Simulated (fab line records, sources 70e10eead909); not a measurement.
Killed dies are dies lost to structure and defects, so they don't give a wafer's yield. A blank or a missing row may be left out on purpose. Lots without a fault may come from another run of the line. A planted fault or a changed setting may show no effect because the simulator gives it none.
Chamber matching | flow nand_harc | NHARC_P_STI_DESCUM_14 on rie_diel-11: 4 sister chambers
The step chemistry O2, time 3 s. 16 wafers are shown with their chamber, then 8 later ones without.

WAFERS WITH THEIR CHAMBER
wafer  | chamber | drypump_motor_current_A (A) | throttle_valve_pct (%) | oes_product_au (a.u.)
L074.3 | 1       | 4.9                         | 11.295                 | 0.997
L074.4 | 3       | 5.8                         | 11.304                 | 1.018
L074.5 | 3       | 5.8                         | 11.308                 | 1.019
L077.1 | 2       | 5.4                         | 11.305                 | 1.016
L077.3 | 3       | 5.8                         | 11.322                 | 1.025
L077.6 | 2       | 5.4                         | 11.309                 | 1.013
L077.2 | 1       | 4.9                         | 11.303                 | 0.999
L077.4 | 0       | 5.0                         | 11.311                 | 1.013
L077.5 | 3       | 5.8                         | 11.304                 | 1.014
L085.2 | 3       | 5.7                         | 11.311                 | 1.008
L085.4 | 2       | 5.4                         | 11.325                 | 0.990
L085.5 | 0       | 5.1                         | 11.311                 | 0.988
L090.1 | 3       | 5.8                         | 11.310                 | 1.009
L090.3 | 0       | 5.0                         | 11.307                 | 1.000
L090.5 | 0       | 5.0                         | 11.313                 | 1.007
L092.2 | 3       | 5.8                         | 11.319                 | 1.013

SIGNATURES (means of the wafers above)
reading                 | chamber 0 | chamber 1 | chamber 2 | chamber 3 | scatter within a chamber
drypump_motor_current_A | 5.025     | 4.900     | 5.400     | 5.786     | 0.0366
throttle_valve_pct      | 11.31050  | 11.29900  | 11.31300  | 11.31114  | 0.00688
oes_product_au          | 1.00200   | 0.99800   | 1.00633   | 1.01514   | 0.00898
Rule: a wafer's distance from a chamber is the root of the sum, over the readings, of the square of ((its reading less the chamber's mean) divided by the reading's scatter). The wafer belongs to the nearest chamber; if the next one is less than 2 further off, it can't be placed. The scatter: the root of (the sum of the squares of (reading less its chamber's mean) over the shown wafers, divided by (wafers less chambers)).

WAFERS WITHOUT THEIR CHAMBER
wafer  | drypump_motor_current_A (A) | throttle_valve_pct (%) | oes_product_au (a.u.)
L092.3 | 5.4                         | 11.312                 | 1.001
L092.6 | 4.9                         | 11.316                 | 1.007
L094.1 | 5.8                         | 11.304                 | 1.012
L094.3 | 5.0                         | 11.308                 | 1.009
L094.6 | 5.4                         | 11.309                 | 1.002
L097.3 | 5.1                         | 11.299                 | 1.003
L097.4 | 5.1                         | 11.310                 | 0.995
L097.5 | 4.9                         | 11.303                 | 1.011

WHICH CHAMBER EACH WENT THROUGH
wafer  | from the rows above     | in truth
L092.3 | 2                       | 2
L092.6 | can't be placed: 1 or 0 | 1
L094.1 | 3                       | 3
L094.3 | 0                       | 0
L094.6 | 2                       | 2
L097.3 | 0                       | 0
L097.4 | 0                       | 0
L097.5 | 1                       | 1
Placed correctly: 7 of 8. Can't be placed from these rows: 1 (the true chamber is among the candidates in 1). Placed wrongly: 0.
